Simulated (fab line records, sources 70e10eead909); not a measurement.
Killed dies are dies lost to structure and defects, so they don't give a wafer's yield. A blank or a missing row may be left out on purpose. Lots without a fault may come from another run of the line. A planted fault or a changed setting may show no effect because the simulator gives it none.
A struck lot beside a sound one | flow nand_harc | 15 steps out of a route of 1302
Sound: wafers L872.3, L872.5, L872.6. Struck: wafer L882.6. (L882.3, L882.4 of the same lot were not struck and are left out.) The cause comes at the end.
At each step with rows: each side's tool, then ch and its chambers, then its first start. Under that, the readings that differ: sound wafers | struck wafers | difference of the means | sigmas: that difference in standard deviations of wafers without a fault.
alike: readings whose means differ by less than 2 such deviations, and words and numbers that are the same on both sides. not compared: withheld readings, readings that some wafer has no value for, bounds like >300 that may hide the same value, and numbers for which the record gives no deviation and whose values overlap.
The two part at a step that has a row with sigmas, a row that says differs or no value, or rows on one side only. Numbers that don't overlap but have no deviation are shown without sigmas and don't part them. A reading that every wafer of one side lacks parts them only if that side has two wafers or more.

first, 2 steps without rows for these wafers: NHARC_A_CONTACT_DESCUM_13 (chemistry O2, time 3 s); NHARC_A_CONTACT_ETCH_88 (etches the open film in CF4, target depth 39 nm, time 65 s).
NHARC_A_CONTACT_ETCH_89: etches the open film in N2/H2, target depth 260 nm, time 475.3 s.
  sound on rie_diel-02 ch 0,1,2; struck on rie_diel-03 ch 1
  reading               | sound             | struck | difference | sigmas
  oes_product_au (a.u.) | 0.999 0.997 1.015 | 0.976  | -0.028     | -2
  alike: drypump_motor_current_A, rf_vpp_V, showerhead_plenum_p_Torr, throttle_valve_pct
  not compared: rf_hours_counter_h
then, 1 step without rows for these wafers: NHARC_A_CONTACT_ETCH_30 (etches the open film in CF4/CHF3, target depth 72.6 nm, time 36.3 s).
NHARC_A_CONTACT_ETCH_31: etches the open film in O2/COS, target depth 2800 nm, time 728 s.
  sound on rie_diel-02 ch 0,3; struck on rie_diel-03 ch 2
  alike: cos_flow_sccm, drypump_motor_current_A, oes_product_au, rf_vpp_V, showerhead_plenum_p_Torr, throttle_valve_pct
  not compared: rf_hours_counter_h
then, 1 step without rows for these wafers: NHARC_A_CONTACT_ETCH_134 (etches the open film in C4F8/O2/Ar, time 140 s, target depth 700 nm).
NHARC_A_CONTACT_ETCH_135: etches the open film in C4F8/O2/Ar, time 311 s, target depth 1912 nm.
  sound on har_cap_etch-03 ch 0,1, day 23 14:08; struck on har_cap_etch-01 ch 0, day 28 00:55
  not compared: rf_hours_counter_h
then, 3 steps without rows for these wafers: NHARC_A_CONTACT_ETCH_136 (etches the open film in C4F8/O2/Ar, time 311 s, target depth 1912 nm); NHARC_A_CONTACT_ETCH_137 (etches the open film in C4F8/O2/Ar, time 311 s, target depth 1912 nm); NHARC_A_CONTACT_ETCH_138 (etches the open film in C4F8/O2/Ar, time 311 s, target depth 1914 nm).
NHARC_A_CONTACT_ETCH_139: etches the open film in C4F8/O2/Ar, time 195 s, target depth 840 nm.
  sound on har_cap_etch-03 ch 0,1, day 23 15:13; struck on har_cap_etch-01 ch 0, day 28 02:01
  not compared: rf_hours_counter_h
NHARC_A_CONTACT_ETCH_92: etches the open film in CH3F/O2, target depth 40 nm, time 85.7 s.
  sound on rie_diel-13 ch 0,2,3, day 23 15:40; struck on rie_diel-02 ch 3, day 28 02:31
  reading                | sound                | struck | difference | sigmas
  throttle_valve_pct (%) | 20.661 20.665 20.658 | 20.684 | +0.023     | +3
  alike: drypump_motor_current_A, oes_product_au, rf_vpp_V, showerhead_plenum_p_Torr
  not compared: rf_hours_counter_h
NHARC_A_CONTACT_ETCH_98: etches the open film in C4F6/O2, target depth 20 nm, time 10 s.
  sound on rie_diel-13 ch 0,3, day 23 15:46; struck on rie_diel-02 ch 3, day 28 02:38
  reading               | sound             | struck | difference | sigmas
  oes_product_au (a.u.) | 0.960 0.961 0.954 | 0.759  | -0.199     | -7
  alike: drypump_motor_current_A, rf_vpp_V, showerhead_plenum_p_Torr, throttle_valve_pct
  not compared: rf_hours_counter_h
NHARC_A_CONTACT_CD_MEAS_15:
  sound on cd_sem-02, day 23 15:52; struck on cd_sem-03, day 28 02:44
  alike: cd_nm
-- the record jumps here: 2 days lie between the struck wafers' starts before and after (it left off in module A_CONTACT and takes up again in module END, whose first step shown is number 1302 of the route) --
NHARC_END_SORT_01:
  the record has rows for the struck wafers here (prober-01 ch 0, day 30 07:14) and none for the sound ones

WHERE THEY PART
First at NHARC_A_CONTACT_ETCH_89; last, within this record, at NHARC_END_SORT_01.

WHY: what the simulator had put in
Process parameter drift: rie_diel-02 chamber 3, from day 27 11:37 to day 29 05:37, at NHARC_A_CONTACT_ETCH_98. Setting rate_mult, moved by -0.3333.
